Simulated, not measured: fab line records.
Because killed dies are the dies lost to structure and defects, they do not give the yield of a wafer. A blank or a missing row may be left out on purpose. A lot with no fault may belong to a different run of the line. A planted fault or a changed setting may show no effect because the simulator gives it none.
fab line records -- flow nand-harc
record lots=5, wafers=15, last-day=24
route steps=1159 shown P_GATE@170
lots untouched by any fault: they come from a run of this same line in which no faults occurred
start-h: hours from the record's opening day to when the first of the lot's shown wafers began -- wait-h: hours elapsed since this lot's preceding step -- " unchanged from the row above -- L1.1+2: one row covering several wafers at once -- - value missing, or start not given -- * or withheld: withheld -- < > ~ a bound
route shown NAME@n: names a module that has steps shown in the file, with the first one's number in the route -- usual: average and standard deviation across the fault-free wafers -- same: alike in all rows -- chamber/n: place in a boat -- sites: the reading at each site -- _std_site: their standard deviation -- _edge_site: the outer-site mean with the inner-site mean subtracted -- radius-mm: for every site, how far away it sits from the centre of the wafer -- mask NAME#n: copy n -- behind: the tool/chamber that last shaped the wafer -- hold: cause of the lot's hold/its duration in hours/its outcome -- device: which transistor (n, p or np) failed to switch -- end of line: the tests these same wafers got at the end of their route -- a step with no rows: only its recipe -- killed: the dies lost at the first sort to structure and to defects; this is not the yield of the wafer -- map: per-die view of a wafer (x killed, . not killed, _ where there is no die)
set.NAME: setting as actually run; set.NAME@STEP: the setting as run at that earlier step -- model.NAME: the simulator's own value behind a step, which no gauge read
a table for each step, a row for each wafer; lots at some steps of the route
services: a tool's chamber out of use, with start hour (start-h, from the record's first day; less than 0 if before it), hours out, and reason
## steps
# step NHARC_P_GATE_CD_MEAS_46
# recipe target-cd-nm=720, landing-energy-ev=500
# usual cd-nm=719.5/2.2
lot.wafer,tool,chamber,start-h,wait-h,cd-nm
L170.3,cd-sem-01,0,105.96,-,721.1
L170.4,cd-sem-01,0,105.96,-,722.4
L170.5,cd-sem-01,0,105.96,-,722.4
L171.2,cd-sem-03,0,112.61,-,718.3
L171.4,cd-sem-03,0,112.61,-,717.5
L171.6,cd-sem-03,0,112.61,-,717.6
L180.1,cd-sem-02,0,157.98,-,717.1
L180.3,cd-sem-02,0,157.98,-,717.4
L180.6,cd-sem-02,0,157.98,-,720.5
L190.1,cd-sem-02,0,230.90,-,717.6
L190.2,cd-sem-02,0,230.90,-,721.2
L190.6,cd-sem-02,0,230.90,-,718.3
L193.3,cd-sem-01,0,240.17,-,720.8
L193.4,cd-sem-01,0,240.17,-,717.6
L193.6,cd-sem-01,0,240.17,-,720.4
# step NHARC_P_GATE_HARDBAKE_47
# recipe temp-c=125, time-s=80
# step NHARC_P_GATE_DESCUM_48
# recipe time-s=3, o2-flow-sccm=200, ar-flow-sccm=0, bias-power-w=0, chemistry=O2
# usual drypump-motor-current-A=5.6/0.48, mfc-ar-sccm=0.009/0.014, oes-product-au=0.999/0.013, rf-vpp-V=57.8/0.97, showerhead-plenum-p-Torr=1.91/0.095, throttle-valve-pct=11.312/0.0091
lot.wafer,tool,chamber,start-h,wait-h,drypump-motor-current-A,mfc-ar-sccm,oes-product-au,rf-hours-counter-h,rf-vpp-V,showerhead-plenum-p-Torr,throttle-valve-pct
L170.3,rie-diel-09,1,106.13,-,5.0,0.018,1.015,7,57.3,1.81,11.300
L170.4,rie-diel-09,0,106.13,-,6.3,0,0.990,9,57.9,1.98,11.323
L170.5,rie-diel-09,1,106.13,-,5.0,0.018,1.017,-,58.1,1.81,11.319
L171.4,rie-diel-01,0,112.78,-,5.7,0.016,1.011,23,56.7,1.78,11.294
L171.2,rie-diel-01,3,112.78,-,6.2,0,1.008,27,56.2,1.90,11.316
L171.6,rie-diel-01,1,112.78,-,6.0,0,0.986,-,56.5,1.83,11.289
L180.3,rie-diel-01,0,158.15,-,5.7,0.016,1.012,2,55.4,1.77,11.333
L180.1,rie-diel-01,1,158.15,-,6.0,0,1.000,2,56.5,1.82,11.303
L180.6,rie-diel-01,0,158.15,-,5.7,0.016,1.007,-,56.3,1.77,11.314
L190.1,rie-diel-09,1,231.07,-,5.0,0.018,1.022,44,57.6,1.80,11.303
L190.2,rie-diel-09,3,231.07,-,5.6,0.003,1.018,46,57.4,2.02,11.305
L190.6,rie-diel-09,1,231.07,-,5.0,0.018,1.004,-,59.3,1.80,11.311
L193.3,rie-diel-01,1,240.34,-,6.0,0,1.012,20,58.3,1.82,11.318
L193.4,rie-diel-01,2,240.34,-,5.6,0,1.004,11,58.5,1.88,11.323
L193.6,rie-diel-01,2,240.34,-,5.6,0,0.990,-,59.1,1.88,11.294
# step NHARC_P_GATE_IMPLANT_49
# recipe energy-kev=30, dose-cm2=3e+15, tilt-deg=7
# step NHARC_P_GATE_STRIP_111
# recipe power-w=1500, temp-c=110, time-s=250, chemistry=N2/H2
# usual drypump-motor-current-A=5.98/0.24, heater-power-w=93/5.7, rf-refl-power-W=21/7
lot.wafer,tool,chamber,start-h,wait-h,drypump-motor-current-A,heater-power-w,rf-hours-counter-h,rf-refl-power-W
L170.3,plasma-asher-02,1,106.60,0.2,5.67,88,-,28
L170.4,plasma-asher-02,0,106.60,0.2,6.12,99,-,28
L170.5,plasma-asher-02,0,106.60,0.2,6.13,102,-,28
L171.2,plasma-asher-02,1,113.15,0.2,5.69,87,30,29
L171.4,plasma-asher-02,1,113.15,0.2,5.68,88,-,27
L171.6,plasma-asher-02,0,113.15,0.2,6.12,98,-,29
L180.1,plasma-asher-02,0,158.53,0.2,6.11,101,47,28
L180.3,plasma-asher-02,1,158.53,0.2,5.64,88,-,27
L180.6,plasma-asher-02,1,158.53,0.2,5.69,88,-,28
L190.1,plasma-asher-01,0,231.44,0.2,5.85,92,43,13
L190.2,plasma-asher-01,1,231.44,0.2,6.28,95,43,17
L190.6,plasma-asher-01,0,231.44,0.2,5.88,92,-,13
L193.3,plasma-asher-02,1,240.81,0.2,5.67,87,-,30
L193.4,plasma-asher-02,0,240.81,0.2,6.11,100,-,27
L193.6,plasma-asher-02,1,240.81,0.2,5.69,86,-,29
# step NHARC_P_GATE_STRIP_75
# recipe power-w=1500, temp-c=250, chemistry=O2
# usual drypump-motor-current-A=5.98/0.24, heater-power-w=349/22, rf-refl-power-W=21/6.9
lot.wafer,tool,chamber,start-h,wait-h,drypump-motor-current-A,heater-power-w,rf-hours-counter-h,rf-refl-power-W
L170.3,plasma-asher-02,1,106.82,0.2,5.67,326,-,28
L170.4,plasma-asher-02,0,106.82,0.2,6.13,388,-,27
L170.5,plasma-asher-02,0,106.82,0.2,6.11,377,-,27
L171.2,plasma-asher-02,1,113.45,0.2,5.63,325,31,28
L171.4,plasma-asher-02,1,113.45,0.2,5.62,331,-,28
L171.6,plasma-asher-02,0,113.45,0.2,6.11,379,-,27
L180.1,plasma-asher-02,0,158.83,0.3,6.11,381,47,27
L180.3,plasma-asher-02,1,158.83,0.3,5.68,337,-,27
L180.6,plasma-asher-02,1,158.83,0.3,5.69,330,-,27
L190.1,plasma-asher-01,0,231.75,0.3,5.88,331,43,12
L190.2,plasma-asher-01,1,231.75,0.3,6.23,357,43,15
L190.6,plasma-asher-01,0,231.75,0.3,5.90,331,-,13
L193.3,plasma-asher-02,1,241.03,0.2,5.67,319,-,28
L193.4,plasma-asher-02,0,241.03,0.2,6.11,391,-,28
L193.6,plasma-asher-02,1,241.03,0.2,5.67,327,-,27
# step NHARC_P_GATE_STRIP_50
# recipe time-s=900, temp-c=130, chemistry=SPM
# step NHARC_P_GATE_DEHYDRATE_51
# recipe temp-c=150, time-s=120
# step NHARC_P_GATE_HMDS_52
# recipe time-s=30
# step NHARC_P_GATE_COAT_53
# recipe spin-rpm=3000
# step NHARC_P_GATE_SOFTBAKE_54
# recipe temp-c=122, time-s=95
# step NHARC_P_GATE_EBR_55
# step NHARC_P_GATE_EXPOSE_56
# recipe na=0.6, target-cd-nm=720, dose-mj=14.81, mask-id=P_PSD
lot.wafer,tool,chamber,start-h,wait-h,mask
L170.3+4+5,krf-scanner-04,0,107.58,-,P_PSD#0
L171.2+4+6,krf-scanner-03,0,114.22,-,P_PSD#0
L180.1+3+6,krf-scanner-04,0,159.48,-,P_NSD#0
L190.1+2+6,krf-scanner-03,0,232.52,-,P_PSD#0
L193.3+4+6,krf-scanner-02,0,241.79,-,P_PSD#0
# step NHARC_P_GATE_PEB_57
# recipe peb-temp-c=118, peb-time-s=85
# step NHARC_P_GATE_DEVELOP_58
# recipe time-s=70
# step NHARC_P_GATE_CD_MEAS_59
# recipe target-cd-nm=720, landing-energy-ev=500
# usual cd-nm=719.3/1.8
lot.wafer,tool,chamber,start-h,wait-h,cd-nm
L170.3,cd-sem-02,0,107.73,-,720.4
L170.4,cd-sem-02,0,107.73,-,718.2
L170.5,cd-sem-02,0,107.73,-,717.7
L171.2,cd-sem-03,0,114.38,-,720.1
L171.4,cd-sem-03,0,114.38,-,718.8
L171.6,cd-sem-03,0,114.38,-,719.8
L180.1,cd-sem-01,0,159.64,-,-
L180.3,cd-sem-01,0,159.64,-,-
L180.6,cd-sem-01,0,159.64,-,-
L190.1,cd-sem-03,0,232.69,-,717.8
L190.2,cd-sem-03,0,232.69,-,718.9
L190.6,cd-sem-03,0,232.69,-,717.1
L193.3,cd-sem-02,0,241.94,-,722.5
L193.4,cd-sem-02,0,241.94,-,721.1
L193.6,cd-sem-02,0,241.94,-,722.3
# step NHARC_P_GATE_HARDBAKE_60
# recipe temp-c=125, time-s=80
## services
tool,chamber,start-h,hours,kind
rie-diel-01,0,92.30,-,clean
rie-diel-01,1,92.30,-,clean
rie-diel-01,2,92.30,-,clean
rie-diel-01,3,92.30,-,clean
plasma-asher-01,-,99.36,9.0,pm
krf-scanner-02,-,111.89,2.9,repair
krf-scanner-04,-,113.69,1.4,repair
rie-diel-01,0,116.82,-,clean
rie-diel-01,1,116.82,-,clean
rie-diel-01,2,116.82,-,clean
rie-diel-01,3,116.82,-,clean
krf-scanner-04,-,126.00,4.0,pm
rie-diel-01,-,137.84,9.0,pm
rie-diel-01,0,137.84,9.0,vent-cycle
rie-diel-01,1,137.84,9.0,vent-cycle
plasma-asher-01,-,140.36,1.9,repair
krf-scanner-03,-,156.61,1.5,repair
krf-scanner-03,-,168.00,4.0,pm
plasma-asher-02,-,183.00,9.0,pm
plasma-asher-02,0,183.00,9.1,vent-cycle
plasma-asher-02,1,183.00,9.1,vent-cycle
krf-scanner-03,-,200.03,2.9,repair
krf-scanner-02,-,210.00,4.0,pm
rie-diel-09,3,216.37,5.0,repair
## key
first-sign step=NHARC_P_GATE_EXPOSE_56, reading=mask, direction=changed
effect step=NHARC_P_GATE_CD_MEAS_59, reading=cd-nm, direction=missing
met-at NHARC_P_GATE_EXPOSE_56
struck-wafers L180.1,L180.3,L180.6
later-rows-left-out L180.1,L180.3,L180.6
sort-left-out L180.1,L180.3,L180.6
tester-left-out L180
onset-between 107.58 159.48
fault kind=wrong-mask, tool=any, chamber=-, onset-h=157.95, steps=NHARC_P_GATE_EXPOSE_56, aux-copy=P_NSD#0, scope=struck-lots-only
# tester-left-out: of these lots the tester's yield and bins aren't shown, on N5 and GAA mostly nor the transistor test; their killed dies are dies lost to structure and defects alone, not to doping, threshold or leakage, so they don't give the yield
# sort-left-out: the simulated sort isn't trusted on such a fault, so these wafers' sort isn't shown, and their yield isn't known
# later-rows-left-out: the simulator's readings of these wafers behind a module that went badly wrong aren't trusted and aren't shown, but for the sort
